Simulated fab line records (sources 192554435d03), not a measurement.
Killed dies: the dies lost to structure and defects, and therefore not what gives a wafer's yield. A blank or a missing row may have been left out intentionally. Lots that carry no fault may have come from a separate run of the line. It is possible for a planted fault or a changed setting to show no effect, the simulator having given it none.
Split-lot study :: flow n5_finfet :: route with 1938 steps; 7 lots, 39 wafers read

ABOUT THE SPLIT
At N5_MOL_CONTACT_COAG_PRECLEAN_111 (cleans in NF3:NH3, afs cycles 1, time 20 s, sublimation time 60 s), the setting time_s was moved away from the recipe's 20 s on 18 of the 39 wafers read, by -59.6% to +59.1%. This setting was run at the recipe's value on the other wafers.

FROM THE SPLIT TO THE READING: what the file shows between them, 9 steps
- N5_MOL_CONTACT_COAG_TI_SIL_19: material Ti, target thk 4.2 nm, time 15 s
- N5_MOL_CONTACT_COAG_ALD_20: deposits TiN, target thk 1.5 nm, pulse time 1 s, purge time 3 s
- N5_MOL_CONTACT_COAG_PRECLEAN_125: cleans in DIW, time 57.5 s
- N5_MOL_CONTACT_COAG_SRD_126: dry time 32 s
- N5_MOL_CONTACT_COAG_CMP_23: polishes, stops on SiO2, t overpolish 1.5 s, target thk 0 nm
- N5_MOL_CONTACT_COAG_WET_ETCH_26: target Co, target depth 13 nm
- N5_MOL_CONTACT_COAG_WET_ETCH_116: etches the open film in SC1-inhibited, target depth 4.6 nm, rinse time 30 s
- N5_MOL_CONTACT_COAG_ALD_27: deposits SiOC, target thk 17 nm, pulse time 1.5 s, time 2720 s
- N5_MOL_CONTACT_COAG_CMP_28: polishes, stops on SiNx, t overpolish 0.85 s, target thk 14.522 nm

THE READING
At N5_MOL_CONTACT_COAG_THK_MEAS_29: MD_CAP_THK, given in nm. Typical for fault-free wafers on this fab line: 17.90 nm, with standard deviation 0.084 nm.

wafer: L075.1
tool, chamber at the split: remote_plasma-02, 1
time_s as run, s: 20
against the recipe: recipe
MD_CAP_THK, nm: 17.83
against lot-mates on the recipe: -

wafer: L075.2
tool, chamber at the split: remote_plasma-02, 1
time_s as run, s: 9.85
against the recipe: -50.8%
MD_CAP_THK, nm: 18.18
against lot-mates on the recipe: +0.23

wafer: L075.3
tool, chamber at the split: remote_plasma-02, 1
time_s as run, s: 20
against the recipe: recipe
MD_CAP_THK, nm: 18.05
against lot-mates on the recipe: -

wafer: L075.4
tool, chamber at the split: remote_plasma-02, 1
time_s as run, s: 20
against the recipe: recipe
MD_CAP_THK, nm: 17.98
against lot-mates on the recipe: -

wafer: L075.5
tool, chamber at the split: remote_plasma-02, 1
time_s as run, s: 9.85
against the recipe: -50.8%
MD_CAP_THK, nm: 18.08
against lot-mates on the recipe: +0.13

wafer: L075.6
tool, chamber at the split: remote_plasma-02, 1
time_s as run, s: 9.85
against the recipe: -50.8%
MD_CAP_THK, nm: 18.48
against lot-mates on the recipe: +0.53

wafer: L078.1
tool, chamber at the split: remote_plasma-02, 1
time_s as run, s: 8.08
against the recipe: -59.6%
MD_CAP_THK, nm: 18.34
against lot-mates on the recipe: +0.50

wafer: L078.2
tool, chamber at the split: remote_plasma-02, 1
time_s as run, s: 20
against the recipe: recipe
MD_CAP_THK, nm: 17.87
against lot-mates on the recipe: -

wafer: L078.3
tool, chamber at the split: remote_plasma-02, 1
time_s as run, s: 8.08
against the recipe: -59.6%
MD_CAP_THK, nm: 18.26
against lot-mates on the recipe: +0.42

wafer: L078.4
tool, chamber at the split: remote_plasma-02, 1
time_s as run, s: 8.08
against the recipe: -59.6%
MD_CAP_THK, nm: 18.33
against lot-mates on the recipe: +0.49

wafer: L078.5
tool, chamber at the split: remote_plasma-02, 1
time_s as run, s: 20
against the recipe: recipe
MD_CAP_THK, nm: 17.82
against lot-mates on the recipe: -

wafer: L078.6
tool, chamber at the split: remote_plasma-02, 1
time_s as run, s: 20
against the recipe: recipe
MD_CAP_THK, nm: 17.83
against lot-mates on the recipe: -

wafer: L085.1
tool, chamber at the split: remote_plasma-01, 0
time_s as run, s: 31.81
against the recipe: +59.1%
MD_CAP_THK, nm: 17.63
against lot-mates on the recipe: -0.27

wafer: L085.2
tool, chamber at the split: remote_plasma-01, 0
time_s as run, s: 20
against the recipe: recipe
MD_CAP_THK, nm: 17.86
against lot-mates on the recipe: -

wafer: L085.3
tool, chamber at the split: remote_plasma-01, 0
time_s as run, s: 31.81
against the recipe: +59.1%
MD_CAP_THK, nm: 17.66
against lot-mates on the recipe: -0.24

wafer: L085.4
tool, chamber at the split: remote_plasma-01, 0
time_s as run, s: 31.81
against the recipe: +59.1%
MD_CAP_THK, nm: 17.44
against lot-mates on the recipe: -0.46

wafer: L085.5
tool, chamber at the split: remote_plasma-01, 0
time_s as run, s: 20
against the recipe: recipe
MD_CAP_THK, nm: 17.79
against lot-mates on the recipe: -

wafer: L085.6
tool, chamber at the split: remote_plasma-01, 0
time_s as run, s: 20
against the recipe: recipe
MD_CAP_THK, nm: 18.04
against lot-mates on the recipe: -

wafer: L087.2
tool, chamber at the split: remote_plasma-01, 0
time_s as run, s: 20
against the recipe: recipe
MD_CAP_THK, nm: 17.91
against lot-mates on the recipe: -

wafer: L087.4
tool, chamber at the split: remote_plasma-01, 0
time_s as run, s: 20
against the recipe: recipe
MD_CAP_THK, nm: 17.92
against lot-mates on the recipe: -

wafer: L087.6
tool, chamber at the split: remote_plasma-01, 0
time_s as run, s: 20
against the recipe: recipe
MD_CAP_THK, nm: 17.92
against lot-mates on the recipe: -

wafer: L090.1
tool, chamber at the split: remote_plasma-02, 0
time_s as run, s: 20
against the recipe: recipe
MD_CAP_THK, nm: 17.79
against lot-mates on the recipe: -

wafer: L090.2
tool, chamber at the split: remote_plasma-02, 0
time_s as run, s: 14.84
against the recipe: -25.8%
MD_CAP_THK, nm: 18.11
against lot-mates on the recipe: +0.26

wafer: L090.3
tool, chamber at the split: remote_plasma-02, 0
time_s as run, s: 14.84
against the recipe: -25.8%
MD_CAP_THK, nm: 18.21
against lot-mates on the recipe: +0.36

wafer: L090.4
tool, chamber at the split: remote_plasma-02, 0
time_s as run, s: 20
against the recipe: recipe
MD_CAP_THK, nm: 17.88
against lot-mates on the recipe: -

wafer: L090.5
tool, chamber at the split: remote_plasma-02, 0
time_s as run, s: 20
against the recipe: recipe
MD_CAP_THK, nm: 17.89
against lot-mates on the recipe: -

wafer: L090.6
tool, chamber at the split: remote_plasma-02, 0
time_s as run, s: 14.84
against the recipe: -25.8%
MD_CAP_THK, nm: 18.01
against lot-mates on the recipe: +0.16

wafer: L091.1
tool, chamber at the split: remote_plasma-02, 0
time_s as run, s: 30.77
against the recipe: +53.8%
MD_CAP_THK, nm: 17.59
against lot-mates on the recipe: -0.25

wafer: L091.2
tool, chamber at the split: remote_plasma-02, 0
time_s as run, s: 30.77
against the recipe: +53.8%
MD_CAP_THK, nm: 17.47
against lot-mates on the recipe: -0.37

wafer: L091.3
tool, chamber at the split: remote_plasma-02, 0
time_s as run, s: 20
against the recipe: recipe
MD_CAP_THK, nm: 17.89
against lot-mates on the recipe: -

wafer: L091.4
tool, chamber at the split: remote_plasma-02, 0
time_s as run, s: 20
against the recipe: recipe
MD_CAP_THK, nm: 17.83
against lot-mates on the recipe: -

wafer: L091.5
tool, chamber at the split: remote_plasma-02, 0
time_s as run, s: 30.77
against the recipe: +53.8%
MD_CAP_THK, nm: 17.49
against lot-mates on the recipe: -0.35

wafer: L091.6
tool, chamber at the split: remote_plasma-02, 0
time_s as run, s: 20
against the recipe: recipe
MD_CAP_THK, nm: 17.80
against lot-mates on the recipe: -

wafer: L093.1
tool, chamber at the split: remote_plasma-01, 0
time_s as run, s: 16.24
against the recipe: -18.8%
MD_CAP_THK, nm: 18.04
against lot-mates on the recipe: +0.10

wafer: L093.2
tool, chamber at the split: remote_plasma-01, 0
time_s as run, s: 20
against the recipe: recipe
MD_CAP_THK, nm: 17.94
against lot-mates on the recipe: -

wafer: L093.3
tool, chamber at the split: remote_plasma-01, 0
time_s as run, s: 20
against the recipe: recipe
MD_CAP_THK, nm: 17.99
against lot-mates on the recipe: -

wafer: L093.4
tool, chamber at the split: remote_plasma-01, 0
time_s as run, s: 16.24
against the recipe: -18.8%
MD_CAP_THK, nm: 17.98
against lot-mates on the recipe: +0.04

wafer: L093.5
tool, chamber at the split: remote_plasma-01, 0
time_s as run, s: 20
against the recipe: recipe
MD_CAP_THK, nm: 17.89
against lot-mates on the recipe: -

wafer: L093.6
tool, chamber at the split: remote_plasma-01, 0
time_s as run, s: 16.24
against the recipe: -18.8%
MD_CAP_THK, nm: 18.04
against lot-mates on the recipe: +0.10

FIT RESULTS
A straight line over all 39 wafers: MD_CAP_THK changes by -0.0066 nm for each +1% of time_s; r = -0.93; the points scatter about the line by 0.088 nm.
The same after taking each lot's own level away (the mean of its wafers on the recipe; 39 wafers): -0.00641 nm for each +1%; r = -0.92; scatter 0.088 nm.
Per that fit: largest time_s move, reading shift of 0.38 nm.
The span of the lots' own levels, 17.840 to 17.953 nm, comes to 1.3 times the standard deviation stated above.
Consequently the slope shifts little with the lot-to-lot level, the two slopes agreeing.
Check: +0.384 nm against its lot-mates is what the line predicts for one of the wafers moved furthest among these (-59.6%) when that wafer is left out of the fit. It came out at +0.5 nm against them.

FURTHER SPLITS ON THESE WAFERS
These wafers also went through other splits before the reading. Each is held against what the fit with the lots' levels taken away leaves over:
other split on the same wafers: N5_FIN_SAQP_SPACER1_ALD_24 ald_cycles
wafers away from the commonest value: 9
r with MD_CAP_THK (lot level and that fit taken away): -0.05

other split on the same wafers: N5_SD_EPI_N_ETCH_16 target_depth_a
wafers away from the commonest value: 18
r with MD_CAP_THK (lot level and that fit taken away): +0.12

other split on the same wafers: N5_SDB_ALD_29 ald_cycles
wafers away from the commonest value: 9
r with MD_CAP_THK (lot level and that fit taken away): +0.19

THE WHOLE CHAIN: every reading that the file lists as answering this split, in the file's order
step: N5_MOL_CONTACT_COAG_PRECLEAN_111
what it does: cleans in NF3:NH3, afs cycles 1, time 20 s, sublimation time 60 s
reading: SiNx_of_SPACER0_ALD_07.thk_nm (the simulator's own value, which no gauge read)
change (the file's fit): -0.00789 nm for each +1% of the setting
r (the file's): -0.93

step: N5_MOL_CONTACT_COAG_CMP_23
what it does: polishes, stops on SiO2, t overpolish 1.5 s, target thk 0 nm
reading: SiNx_of_GATE_CUT_SAC_CAP_01.thk_nm (the simulator's own value, which no gauge read)
change (the file's fit): -0.00687 nm for each +1% of the setting
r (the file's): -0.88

step: N5_MOL_CONTACT_COAG_WET_ETCH_26
what it does: target Co, target depth 13 nm
reading: SiNx_of_GATE_CUT_SAC_CAP_01.thk_nm (the simulator's own value, which no gauge read)
change (the file's fit): -0.00666 nm for each +1% of the setting
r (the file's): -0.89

step: N5_MOL_CONTACT_COAG_THK_MEAS_29
what it does: 
reading: MD_CAP_THK
change (the file's fit): -0.00644 for each +1% of the setting
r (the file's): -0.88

step: N5_MOL_CONTACT_COAG_ETCH_47
what it does: etches SiNx in CH3F/O2, stops on W, target depth 27 nm
reading: etch.depth_nm (the simulator's own value, which no gauge read)
change (the file's fit): -0.00654 nm for each +1% of the setting
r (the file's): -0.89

FILE'S OWN FIT
MD_CAP_THK changes by -0.00644 nm for each +1% of time_s, r = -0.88.
